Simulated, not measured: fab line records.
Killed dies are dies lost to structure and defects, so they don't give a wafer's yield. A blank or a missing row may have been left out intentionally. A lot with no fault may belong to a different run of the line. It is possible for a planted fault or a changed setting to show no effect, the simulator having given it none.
Which tool is to blame? / flow n5Finfet / 9 lots with 27 wafers sampled at 6 steps, on a route of 1938 steps

== WHAT THE GAUGES READ, wafer by wafer ==
N5_BEOL_M0_SAQP_INSPECT_42: inspects for defects (brightfield). Usual: rawDefectCount at 291, with a standard deviation of 75.
lot=L864; measured=day 5 19:11; on=defectInspect-01; rawDefectCount=379 185 311; flag=
lot=L866; measured=day 6 15:52; on=defectInspect-02; rawDefectCount=197 183 114; flag=
lot=L873; measured=day 8 00:34; on=defectInspect-02; rawDefectCount=190 153 225; flag=
lot=L876; measured=day 9 03:51; on=defectInspect-01; rawDefectCount=295 290 204; flag=
lot=L879; measured=day 9 18:08; on=defectInspect-01; rawDefectCount=502 304 382; flag=
lot=L883; measured=day 10 16:32; on=defectInspect-02; rawDefectCount=270 271 203; flag=
lot=L884; measured=day 10 20:14; on=defectInspect-02; rawDefectCount=221 333 334; flag=
lot=L885; measured=day 11 02:23; on=defectInspect-01; rawDefectCount=311 343 315; flag=
lot=L887; measured=day 11 10:13; on=defectInspect-02; rawDefectCount=212 215 285; flag=

N5_BEOL_M0_CUTY_OVL_MEAS_58. Usual: M0_ABLK_OVL gives -0.3 nm (standard deviation 0.88).
lot=L864; measured=day 5 20:33; on=overlay-01; M0_ABLK_OVL (nm)=1.0 0.0 1.6; flag=
lot=L866; measured=day 6 17:07; on=overlay-01; M0_ABLK_OVL (nm)=-1.5 1.1 0.6; flag=
lot=L873; measured=day 8 01:55; on=overlay-01; M0_ABLK_OVL (nm)=0.5 -1.0 0.6; flag=
lot=L876; measured=day 9 05:17; on=overlay-01; M0_ABLK_OVL (nm)=8.4 8.5 8.4; flag=OFF
lot=L879; measured=day 9 19:38; on=overlay-01; M0_ABLK_OVL (nm)=7.7 5.5 7.1; flag=OFF
lot=L883; measured=day 10 19:39; on=overlay-02; M0_ABLK_OVL (nm)=-1.7 -0.5 -2.2; flag=
lot=L884; measured=day 10 21:41; on=overlay-02; M0_ABLK_OVL (nm)=-0.3 -0.2 -0.5; flag=
lot=L885; measured=day 11 03:45; on=overlay-01; M0_ABLK_OVL (nm)=0.2 0.8 -0.5; flag=
lot=L887; measured=day 11 11:27; on=overlay-01; M0_ABLK_OVL (nm)=0.3 -0.8 0.1; flag=

N5_BEOL_M4_RC_MEAS_101. Usual: DIBL_N 35.8 mV/V, standard deviation 1.6; DIBL_P 36.0 mV/V, standard deviation 1.9; IOFF_N 0.151 nA/um, standard deviation 0.029; IOFF_P 0.21 nA/um, standard deviation 0.037; ION_N 673 uA/um, standard deviation 12; ION_P 463 uA/um, standard deviation 7.3; SS_N 71.5 mV/dec, standard deviation 0.58; SS_P 73.2 mV/dec, standard deviation 0.61; VT_N 251 mV, standard deviation 3.3; VT_P -250 mV, standard deviation 3.3.
lot=L864; measured=day 7 18:14; on=prober-02; DIBL_N (mV/V)=35.4 36.9 38.8; DIBL_P (mV/V)=34.9 35.9 37.9; IOFF_N (nA/um)=0.115 0.139 0.175; IOFF_P (nA/um)=0.18 0.19 0.23; ION_N (uA/um)=662 667 679; ION_P (uA/um)=461 463 462; SS_N (mV/dec)=70.7 71.1 72.4; SS_P (mV/dec)=72.2 72.0 73.5; VT_N (mV)=256 254 250; VT_P (mV)=-253 -251 -250; flag=
lot=L866; measured=day 8 18:42; on=prober-01; DIBL_N (mV/V)=36.8 35.3 34.1; DIBL_P (mV/V)=36.7 34.5 33.3; IOFF_N (nA/um)=0.151 0.128 0.108; IOFF_P (nA/um)=0.20 0.17 0.15; ION_N (uA/um)=668 657 652; ION_P (uA/um)=456 457 452; SS_N (mV/dec)=72.1 71.0 71.1; SS_P (mV/dec)=73.5 72.6 72.0; VT_N (mV)=253 254 257; VT_P (mV)=-252 -253 -253; flag=
lot=L873; measured=day 9 21:20; on=prober-02; DIBL_N (mV/V)=34.8 34.7 35.2; DIBL_P (mV/V)=35.5 36.2 35.7; IOFF_N (nA/um)=0.154 0.152 0.161; IOFF_P (nA/um)=0.22 0.24 0.23; ION_N (uA/um)=681 685 672; ION_P (uA/um)=478 478 460; SS_N (mV/dec)=71.6 71.5 72.5; SS_P (mV/dec)=72.6 72.9 73.2; VT_N (mV)=254 253 250; VT_P (mV)=-247 -244 -245; flag=
lot=L876; measured=day 11 09:23; on=prober-02; DIBL_N (mV/V)=34.1 35.6 34.4; DIBL_P (mV/V)=33.3 35.7 35.0; IOFF_N (nA/um)=0.110 0.138 0.121; IOFF_P (nA/um)=0.15 0.17 0.17; ION_N (uA/um)=647 674 664; ION_P (uA/um)=447 459 455; SS_N (mV/dec)=71.5 71.9 70.9; SS_P (mV/dec)=72.4 73.0 73.3; VT_N (mV)=252 251 253; VT_P (mV)=-255 -252 -253; flag=
lot=L879; measured=day 12 12:33; on=prober-02; DIBL_N (mV/V)=36.8 38.9 37.2; DIBL_P (mV/V)=38.4 39.4 39.1; IOFF_N (nA/um)=0.179 0.191 0.189; IOFF_P (nA/um)=0.24 0.25 0.25; ION_N (uA/um)=691 688 680; ION_P (uA/um)=479 467 473; SS_N (mV/dec)=71.9 72.7 71.8; SS_P (mV/dec)=73.8 74.2 73.2; VT_N (mV)=248 248 246; VT_P (mV)=-248 -246 -246; flag=
lot=L883; measured=day 12 20:47; on=prober-02; DIBL_N (mV/V)=35.8 33.0 35.1; DIBL_P (mV/V)=36.4 32.9 35.1; IOFF_N (nA/um)=0.151 0.107 0.144; IOFF_P (nA/um)=0.23 0.17 0.21; ION_N (uA/um)=665 649 672; ION_P (uA/um)=460 454 461; SS_N (mV/dec)=71.4 70.8 71.1; SS_P (mV/dec)=72.8 72.0 73.1; VT_N (mV)=251 252 252; VT_P (mV)=-247 -252 -250; flag=
lot=L884; measured=day 13 10:53; on=prober-01; DIBL_N (mV/V)=34.1 38.7 34.6; DIBL_P (mV/V)=35.2 39.7 37.3; IOFF_N (nA/um)=0.132 0.234 0.162; IOFF_P (nA/um)=0.18 0.26 0.22; ION_N (uA/um)=647 708 687; ION_P (uA/um)=459 469 470; SS_N (mV/dec)=71.3 72.9 72.3; SS_P (mV/dec)=73.8 74.2 73.6; VT_N (mV)=253 244 246; VT_P (mV)=-253 -247 -254; flag=
lot=L885; measured=day 13 18:34; on=prober-01; DIBL_N (mV/V)=37.7 36.0 35.0; DIBL_P (mV/V)=38.0 36.1 33.9; IOFF_N (nA/um)=0.210 0.178 0.142; IOFF_P (nA/um)=0.29 0.24 0.20; ION_N (uA/um)=692 681 678; ION_P (uA/um)=477 473 467; SS_N (mV/dec)=72.4 71.2 71.7; SS_P (mV/dec)=73.5 73.3 72.5; VT_N (mV)=247 246 250; VT_P (mV)=-245 -248 -250; flag=
lot=L887; measured=day 14 02:34; on=prober-01; DIBL_N (mV/V)=34.7 35.3 34.8; DIBL_P (mV/V)=35.1 36.0 35.4; IOFF_N (nA/um)=0.136 0.142 0.128; IOFF_P (nA/um)=0.19 0.21 0.20; ION_N (uA/um)=671 664 660; ION_P (uA/um)=457 459 456; SS_N (mV/dec)=70.9 71.9 71.4; SS_P (mV/dec)=72.2 73.1 72.6; VT_N (mV)=252 252 254; VT_P (mV)=-252 -251 -253; flag=

== EACH LOT AND THE TOOL THAT RAN IT (in order: tool; ch and the chambers of the sampled wafers; start) ==
lot=L864; N5_BEOL_M0_CUTY_EXPOSE_54=arfiScanner-02 ch 0, day 5 20:25; N5_BEOL_M0_CUTY_ETCH_63=rieDiel-04 ch 0,2,3, day 5 20:41; N5_BEOL_M0_HM_OPEN_105=rieMetal-03 ch 0,1, day 5 20:58
lot=L866; N5_BEOL_M0_CUTY_EXPOSE_54=arfiScanner-02 ch 0, day 6 16:58; N5_BEOL_M0_CUTY_ETCH_63=rieDiel-03 ch 0,1,2, day 6 17:34; N5_BEOL_M0_HM_OPEN_105=rieMetal-01 ch 0,1, day 6 18:09
lot=L873; N5_BEOL_M0_CUTY_EXPOSE_54=arfiScanner-02 ch 0, day 8 01:47; N5_BEOL_M0_CUTY_ETCH_63=rieDiel-03 ch 1,2, day 8 02:05; N5_BEOL_M0_HM_OPEN_105=rieMetal-03 ch 0,1, day 8 04:02
lot=L876; N5_BEOL_M0_CUTY_EXPOSE_54=arfiScanner-02 ch 0, day 9 05:08; N5_BEOL_M0_CUTY_ETCH_63=rieDiel-02 ch 0,2,3, day 9 05:26; N5_BEOL_M0_HM_OPEN_105=rieMetal-02 ch 0,1, day 9 05:44
lot=L879; N5_BEOL_M0_CUTY_EXPOSE_54=arfiScanner-02 ch 0, day 9 19:28; N5_BEOL_M0_CUTY_ETCH_63=rieDiel-02 ch 0,1,2, day 9 19:46; N5_BEOL_M0_HM_OPEN_105=rieMetal-01 ch 0,1, day 9 20:00
lot=L883; N5_BEOL_M0_CUTY_EXPOSE_54=arfiScanner-03 ch 0, day 10 19:29; N5_BEOL_M0_CUTY_ETCH_63=rieDiel-02 ch 0,1, day 10 19:47; N5_BEOL_M0_HM_OPEN_105=rieMetal-03 ch 0,1, day 10 20:01
lot=L884; N5_BEOL_M0_CUTY_EXPOSE_54=arfiScanner-01 ch 0, day 10 21:32; N5_BEOL_M0_CUTY_ETCH_63=rieDiel-04 ch 0,1, day 10 22:16; N5_BEOL_M0_HM_OPEN_105=rieMetal-03 ch 0, day 11 01:23
lot=L885; N5_BEOL_M0_CUTY_EXPOSE_54=arfiScanner-03 ch 0, day 11 03:36; N5_BEOL_M0_CUTY_ETCH_63=rieDiel-04 ch 0,1,3, day 11 04:30; N5_BEOL_M0_HM_OPEN_105=rieMetal-02 ch 0,1, day 11 04:47
lot=L887; N5_BEOL_M0_CUTY_EXPOSE_54=arfiScanner-03 ch 0, day 11 11:18; N5_BEOL_M0_CUTY_ETCH_63=rieDiel-03 ch 0,2, day 11 11:35; N5_BEOL_M0_HM_OPEN_105=rieMetal-02 ch 0,1, day 11 12:47
- N5_BEOL_M0_CUTY_EXPOSE_54: exposes mask M0 ABLK.
- N5_BEOL_M0_CUTY_ETCH_63: etches SOC in N2/H2, target depth 82.7 nm, overetch 16.5 nm, time 124 s.
- N5_BEOL_M0_HM_OPEN_105: chemistry Cl2/BCl3, target TiN, target depth 12 nm.

== WHAT THE TOOLS THEMSELVES READ (means of the sampled wafers that have a number; where no wafer has one, the mark that the record gives instead) ==
N5_BEOL_M0_CUTY_ETCH_63. Usual: biasW 150.0 W, standard deviation 0.46; drypumpMotorCurrentA 5.8 A, standard deviation 0.5; oesProductAu 0.63 a.u., standard deviation 0.068; rfVppV 523.6 V, standard deviation 2.5; showerheadPlenumPTorr 2.54 Torr, standard deviation 0.094; throttleValvePct 17.78 %, standard deviation 0.25.
lot=L864; tool=rieDiel-04; biasW (W)=150.0; drypumpMotorCurrentA (A)=6.2; oesProductAu (a.u.)=0.64; rfVppV (V)=522.2; showerheadPlenumPTorr (Torr)=2.48; throttleValvePct (%)=17.96; flag=
lot=L866; tool=rieDiel-03; biasW (W)=150.4; drypumpMotorCurrentA (A)=5.4; oesProductAu (a.u.)=0.67; rfVppV (V)=523.2; showerheadPlenumPTorr (Torr)=2.56; throttleValvePct (%)=17.63; flag=
lot=L873; tool=rieDiel-03; biasW (W)=149.6; drypumpMotorCurrentA (A)=5.3; oesProductAu (a.u.)=0.67; rfVppV (V)=523.9; showerheadPlenumPTorr (Torr)=2.57; throttleValvePct (%)=17.53; flag=
lot=L876; tool=rieDiel-02; biasW (W)=149.9; drypumpMotorCurrentA (A)=5.4; oesProductAu (a.u.)=0.58; rfVppV (V)=524.1; showerheadPlenumPTorr (Torr)=2.52; throttleValvePct (%)=17.93; flag=
lot=L879; tool=rieDiel-02; biasW (W)=150.3; drypumpMotorCurrentA (A)=5.6; oesProductAu (a.u.)=0.58; rfVppV (V)=523.9; showerheadPlenumPTorr (Torr)=2.55; throttleValvePct (%)=17.95; flag=
lot=L883; tool=rieDiel-02; biasW (W)=149.8; drypumpMotorCurrentA (A)=5.9; oesProductAu (a.u.)=0.57; rfVppV (V)=524.0; showerheadPlenumPTorr (Torr)=2.54; throttleValvePct (%)=17.81; flag=
lot=L884; tool=rieDiel-04; biasW (W)=149.9; drypumpMotorCurrentA (A)=6.4; oesProductAu (a.u.)=0.75; rfVppV (V)=524.6; showerheadPlenumPTorr (Torr)=2.57; throttleValvePct (%)=17.54; flag=
lot=L885; tool=rieDiel-04; biasW (W)=150.7; drypumpMotorCurrentA (A)=6.5; oesProductAu (a.u.)=0.73; rfVppV (V)=524.2; showerheadPlenumPTorr (Torr)=2.60; throttleValvePct (%)=17.68; flag=
lot=L887; tool=rieDiel-03; biasW (W)=150.3; drypumpMotorCurrentA (A)=5.5; oesProductAu (a.u.)=0.60; rfVppV (V)=523.2; showerheadPlenumPTorr (Torr)=2.53; throttleValvePct (%)=17.84; flag=

N5_BEOL_M0_HM_OPEN_105. Usual: biasW 126.1 W, standard deviation 0.38; drypumpMotorCurrentA 5.8 A, standard deviation 0.42; oesProductAu 0.72 a.u., standard deviation 0.095; throttleValvePct 22.04 %, standard deviation 0.24.
lot=L864; tool=rieMetal-03; biasW (W)=125.9; drypumpMotorCurrentA (A)=5.5; oesProductAu (a.u.)=0.73; throttleValvePct (%)=22.16; flag=
lot=L866; tool=rieMetal-01; biasW (W)=125.9; drypumpMotorCurrentA (A)=5.5; oesProductAu (a.u.)=0.68; throttleValvePct (%)=21.88; flag=
lot=L873; tool=rieMetal-03; biasW (W)=126.1; drypumpMotorCurrentA (A)=5.5; oesProductAu (a.u.)=0.75; throttleValvePct (%)=22.33; flag=
lot=L876; tool=rieMetal-02; biasW (W)=125.9; drypumpMotorCurrentA (A)=6.4; oesProductAu (a.u.)=0.71; throttleValvePct (%)=21.84; flag=
lot=L879; tool=rieMetal-01; biasW (W)=126.1; drypumpMotorCurrentA (A)=5.5; oesProductAu (a.u.)=0.67; throttleValvePct (%)=21.90; flag=
lot=L883; tool=rieMetal-03; biasW (W)=126.2; drypumpMotorCurrentA (A)=5.5; oesProductAu (a.u.)=0.73; throttleValvePct (%)=22.33; flag=
lot=L884; tool=rieMetal-03; biasW (W)=126.3; drypumpMotorCurrentA (A)=5.6; oesProductAu (a.u.)=0.67; throttleValvePct (%)=22.05; flag=
lot=L885; tool=rieMetal-02; biasW (W)=126.2; drypumpMotorCurrentA (A)=6.4; oesProductAu (a.u.)=0.70; throttleValvePct (%)=21.86; flag=
lot=L887; tool=rieMetal-02; biasW (W)=125.9; drypumpMotorCurrentA (A)=6.4; oesProductAu (a.u.)=0.69; throttleValvePct (%)=21.86; flag=

== THE ANSWER, worked out from the rows above alone ==
Rule: a lot is off if the mean of its wafers that have a number lies more than 3 standard deviations from the usual mean. Also off: a lot with no number at a reading for which 4 or more lots have one. All remaining lots with rows at the step are treated as sound. First the gauges in route order, then the tools' own readings, where a lot's mean is used as printed above. The first step at which some lot is off is used, and at that step the reading that is off furthest; a lot without a number counts as furthest.
Off: L876, L879, at N5_BEOL_M0_CUTY_OVL_MEAS_58 (M0_ABLK_OVL).
If a tool, at a process step before that reading, ran all the lots that are off and no sound lot after the first of them, it fits. The gauges at N5_BEOL_M0_CUTY_OVL_MEAS_58 are tried like those tools. One fits: N5_BEOL_M0_CUTY_EXPOSE_54 on arfiScanner-02. A fault onset in the window from L873 (day 8 01:47, its last sound lot) to L876 (day 9 05:08, its first lot off) fits.

== WHAT THE SIMULATOR HAD PUT IN ==
Scanner matching overlay: arfiScanner-02, from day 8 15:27 on, at N5_BEOL_M0_CUTY_EXPOSE_54. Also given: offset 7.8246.
Shown lots that were struck: L876, L879. The rule above found the same.
